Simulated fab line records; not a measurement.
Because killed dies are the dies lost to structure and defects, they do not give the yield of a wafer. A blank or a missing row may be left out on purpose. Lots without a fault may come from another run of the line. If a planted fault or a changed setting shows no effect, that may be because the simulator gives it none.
Struck lot and sound lot, side by side + flow nand harc + 26 out of 1302 route steps
Sound: the wafers L751.3, L751.4, L751.5. Struck: wafers L752.1, L752.3, L752.6. The cause comes at the end.
For every step that has rows: the tool of each side, followed by ch and its chambers, followed by its first start. Under that, the readings that differ: sound wafers + struck wafers + difference of the means + sigmas: that difference in standard deviations of wafers without a fault.
alike: readings with means less than 2 such deviations apart, plus words and numbers identical on both sides. not compared: withheld readings, readings lacking a value on some wafer, bounds such as >300 that could conceal the same value, and numbers that have no deviation in the record and whose values overlap.
A row with sigmas, a row that says differs or no value, or rows on one side alone: a step with any of these is where the two part. Numbers that have no deviation but don't overlap get no sigmas and don't part them. Lack of a reading on every wafer of one side parts them only where that side has two or more wafers.

first, 1 step without rows for these wafers: NHARC_P_CONTACT_DEP_30 (deposits SiNx, target thk 30 nm).
NHARC_P_CONTACT_DEP_00: deposits SiO2, target thk 500 nm.
  sound: pecvd-02 ch 0,1; struck: pecvd-02 ch 0,2
  alike: heater power w, rf fwd power W, throttle valve pct
NHARC_P_CONTACT_CMP_01: polishes SiO2, target thk 200 nm.
  sound on cmp-01 ch 0,3, day 6 05:25; struck on cmp-04 ch 0,1,3, day 6 18:05
  alike: motor current A
then, 8 steps without rows for these wafers: NHARC_P_CONTACT_SRD_03; NHARC_P_CONTACT_DEHYDRATE_04 (time 120 s); NHARC_P_CONTACT_HMDS_05 (time 30 s); NHARC_P_CONTACT_COAT_33 (time 75 s); NHARC_P_CONTACT_COAT_34 (time 65 s); NHARC_P_CONTACT_COAT_06 (resist thk 90 nm); NHARC_P_CONTACT_SOFTBAKE_07 (time 55 s); NHARC_P_CONTACT_EBR_08.
NHARC_P_CONTACT_EXPOSE_09: exposes mask P CA, target cd 90 nm.
  sound on arfi scanner-03 ch 0, day 6 06:05; struck on arfi scanner-03 ch 0, day 6 18:35
| reading | sound                | struck                        | difference | sigmas |
|---------|----------------------|-------------------------------|------------|--------|
| mask    | P_CA#0 P_CA#0 P_CA#0 | P_CA_R1#0 P_CA_R1#0 P_CA_R1#0 | differs    |        |
  alike: reticle temp C
then, 2 steps without rows for these wafers: NHARC_P_CONTACT_PEB_10 (peb time 65 s); NHARC_P_CONTACT_DEVELOP_11 (develop time 35 s).
NHARC_P_CONTACT_CD_MEAS_12: target cd 90 nm.
  sound on cd sem-01 ch 0, day 6 06:14; struck on cd sem-01 ch 0, day 6 18:44
| reading    | sound          | struck         | difference | sigmas |
|------------|----------------|----------------|------------|--------|
| cd nm (nm) | 89.5 90.0 89.1 | 99.0 98.8 97.9 | +9.0       | +10    |
NHARC_P_CONTACT_OVL_MEAS_13:
  sound on overlay-02 at day 6 06:19; struck on overlay-01 at day 6 18:49
  alike: overlay x nm, overlay y nm
NHARC_P_CONTACT_INSPECT_14:
  sound on defect inspect-01 at day 6 06:22; struck on defect inspect-01 at day 6 18:51
  alike: raw defect count
NHARC_P_CONTACT_DESCUM_17: chemistry O2, time 3 s.
  sound on rie diel-11 ch 1,2,3, day 6 06:26; struck on rie diel-08 ch 1,3, day 6 18:55
| reading                    | sound             | struck            | difference | sigmas |
|----------------------------|-------------------|-------------------|------------|--------|
| model.P_CONTACT.cd nm (nm) | 88.43 90.46 90.36 | 98.77 100.4 97.81 | +9.24      |        |
  alike: chamber pressure mTorr, drypump motor current A, oes product au, rf vpp V, showerhead plenum p Torr, throttle valve pct
  not compared: rf hours counter h
NHARC_P_CONTACT_ETCH_35: etches the open film in CF4, target depth 39 nm, time 65 s.
  sound on rie diel-11 ch 1,3, day 6 06:31; struck on rie diel-08 ch 1,2,3, day 6 19:00
| reading                        | sound             | struck            | difference | sigmas |
|--------------------------------|-------------------|-------------------|------------|--------|
| chamber pressure mTorr (mTorr) | 49.90 49.91 49.98 | 50.01 50.05 50.03 | +0.10      | +2     |
| drypump motor current A (A)    | 6.5 6.2 6.2       | 5.0 5.6 5.5       | -0.9       | -2     |
  alike: oes product au, rf fwd power W, rf vpp V, showerhead plenum p Torr, throttle valve pct
  not compared: rf hours counter h
then, 1 step without rows for these wafers: NHARC_P_CONTACT_ETCH_36 (etches the open film in N2/H2, target depth 260 nm, time 406.25 s).
NHARC_P_CONTACT_ETCH_18: etches the open film in C4F8/O2/Ar, target depth 481 nm, time 240.5 s.
  sound: rie diel-11 ch 0,1,2; struck: rie diel-08 ch 1,2,3
  alike: chamber pressure mTorr, oes product au, rf fwd power W, rf vpp V
  not compared: rf hours counter h
then, 1 step without rows for these wafers: NHARC_P_CONTACT_STRIP_37 (strips in C4F8/O2/Ar).
NHARC_P_CONTACT_ETCH_31: etches the open film in CH3F/O2, target depth 30 nm, time 85.7 s.
  sound: rie diel-11 ch 1,2; struck: rie diel-08 ch 1,2
| reading                    | sound             | struck            | difference | sigmas |
|----------------------------|-------------------|-------------------|------------|--------|
| model.P_CONTACT.cd nm (nm) | 87.99 92.59 91.07 | 99.11 96.31 99.73 | +7.83      |        |
  alike: chamber pressure mTorr, drypump motor current A, oes product au, rf fwd power W, rf vpp V, showerhead plenum p Torr, throttle valve pct
  not compared: rf hours counter h
NHARC_P_CONTACT_CD_MEAS_19:
  sound on cd sem-01 at day 6 07:17; struck on cd sem-01 at day 6 19:47
| reading    | sound          | struck         | difference | sigmas |
|------------|----------------|----------------|------------|--------|
| cd nm (nm) | 88.1 92.5 91.0 | 99.4 96.2 99.6 | +7.9       | +4     |
NHARC_P_CONTACT_STRIP_28: strips in O2.
  sound on rie diel-08 ch 2,3, day 6 07:23; struck on rie diel-11 ch 1,2,3, day 6 19:52
  alike: chamber pressure mTorr, drypump motor current A, oes product au, rf vpp V, showerhead plenum p Torr, throttle valve pct
  not compared: rf hours counter h
-- record jumps: 18 days between struck wafers' starts before vs after; left off in module P_CONTACT, resumes in module END, first step shown is number 1302 of the route --
NHARC_END_SORT_01:
  sound on prober-02 ch 0, day 25 05:41; struck on prober-01 ch 0, day 25 04:04
  alike: killed at array, killed at other, killed at periphery, killed dies, killed open, killed short

WHERE THEY PART
Earliest at NHARC_P_CONTACT_EXPOSE_09; latest, in this record, at NHARC_P_CONTACT_CD_MEAS_19. Later steps at which nothing parts them and some readings are alike: NHARC_P_CONTACT_STRIP_28, NHARC_END_SORT_01.

WHY: whatever the simulator had introduced
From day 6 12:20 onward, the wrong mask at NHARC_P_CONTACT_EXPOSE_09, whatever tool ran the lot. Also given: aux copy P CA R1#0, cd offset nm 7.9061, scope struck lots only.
